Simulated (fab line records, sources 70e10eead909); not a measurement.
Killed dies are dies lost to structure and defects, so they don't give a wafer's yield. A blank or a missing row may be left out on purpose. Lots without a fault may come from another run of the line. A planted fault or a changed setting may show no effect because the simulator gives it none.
Which tool did it? | flow nand_harc | 12 lots, 36 wafers sampled, at 4 steps of a route of 1302

WHAT THE GAUGES READ, wafer by wafer
NHARC_P_M0_INSPECT_11.
lot  | measured     | on                | raw_defect_count
L075 | day 6 12:16  | defect_inspect-02 | 4 3 5
L077 | day 7 07:28  | defect_inspect-02 | 6 3 11
L079 | day 8 10:26  | defect_inspect-02 | 1 4 2
L081 | day 9 00:34  | defect_inspect-01 | 4 1 5
L083 | day 10 02:07 | defect_inspect-01 | 3 5 7
L085 | day 10 16:10 | defect_inspect-02 | 3 2 5
L087 | day 11 09:46 | defect_inspect-01 | 4 4 2
L089 | day 12 08:26 | defect_inspect-02 | 1 3 3
L091 | day 13 07:41 | defect_inspect-02 | 1 4 4
L093 | day 13 23:22 | defect_inspect-02 | 6 5 4
L095 | day 14 17:37 | defect_inspect-02 | 4 5 4
L097 | day 16 00:31 | defect_inspect-01 | 3 3 3

WHICH TOOL RAN EACH LOT (tool, then ch and the chambers of the sampled wafers, then the start)
lot  | NHARC_P_ZERO_WELL_ETCH_65          | NHARC_P_ZERO_WELL_ETCH_63        | NHARC_P_GATE_STRIP_101
L075 | rie_diel-04 ch 0,1,2, day 2 07:22  | rie_si-04 ch 0,1,2, day 2 07:34  | rie_diel-01 ch 1,2, day 5 22:53
L077 | rie_diel-13 ch 1,3, day 3 03:23    | rie_si-04 ch 0,1,2, day 3 03:35  | rie_diel-03 ch 2,3, day 6 18:20
L079 | rie_diel-04 ch 1,2, day 3 23:28    | rie_si-04 ch 2,3, day 3 23:43    | rie_diel-08 ch 0,3, day 7 20:32
L081 | rie_diel-13 ch 0,3, day 4 19:28    | rie_si-01 ch 0,2,3, day 4 19:40  | rie_diel-03 ch 0,2,3, day 8 11:16
L083 | rie_diel-04 ch 0,1,3, day 5 15:22  | rie_si-01 ch 0,1,2, day 5 15:34  | rie_diel-03 ch 2,3, day 9 13:09
L085 | rie_diel-04 ch 1,3, day 6 11:29    | rie_si-06 ch 0,3, day 6 11:39    | rie_diel-08 ch 0,2,3, day 10 02:49
L087 | rie_diel-13 ch 0,3, day 7 07:22    | rie_si-01 ch 1,2, day 7 07:33    | rie_diel-03 ch 0,2,3, day 10 20:31
L089 | rie_diel-11 ch 0,3, day 8 03:37    | rie_si-01 ch 2,3, day 8 03:49    | rie_diel-03 ch 0,1, day 11 19:05
L091 | rie_diel-11 ch 1,3, day 8 23:22    | rie_si-01 ch 0,1,2, day 8 23:32  | rie_diel-08 ch 0,2, day 12 18:04
L093 | rie_diel-11 ch 0,1,3, day 9 19:33  | rie_si-04 ch 0,1,3, day 9 19:44  | rie_diel-01 ch 0,2,3, day 13 10:11
L095 | rie_diel-13 ch 0,2,3, day 10 15:29 | rie_si-06 ch 0,2,3, day 10 15:40 | rie_diel-08 ch 0,1,3, day 14 04:03
L097 | rie_diel-11 ch 0,3, day 11 11:23   | rie_si-04 ch 1,2, day 11 11:34   | rie_diel-01 ch 0,3, day 15 11:21
- NHARC_P_ZERO_WELL_ETCH_65: etches the open film in N2/H2, target depth 80 nm, overetch 24 nm, time 87.88 s.
- NHARC_P_ZERO_WELL_ETCH_63: etches the open film in HBr/Cl2, target depth 120 nm, time 40.1 s.
- NHARC_P_GATE_STRIP_101: strips in O2, time 20 s.

THE ANSWER, worked out from the rows above alone
Rule: what is usual is taken from the lots themselves. Put in order of their means at a reading, lots are off if they are a third of the lots or fewer, leave a main group of 4 or more, and stand apart from it by a gap of 3 or more times the standard deviation of the main group's means; of several such gaps the widest counts. A main group whose means are all the same, to the digits that the tables above print for the reading, isn't used. A lot without any number at a reading at which 4 lots or more have one is off too. The other lots that the step has rows for count as sound.
No lot is off at any reading shown: from this, nothing can be told.

WHAT THE SIMULATOR HAD PUT IN
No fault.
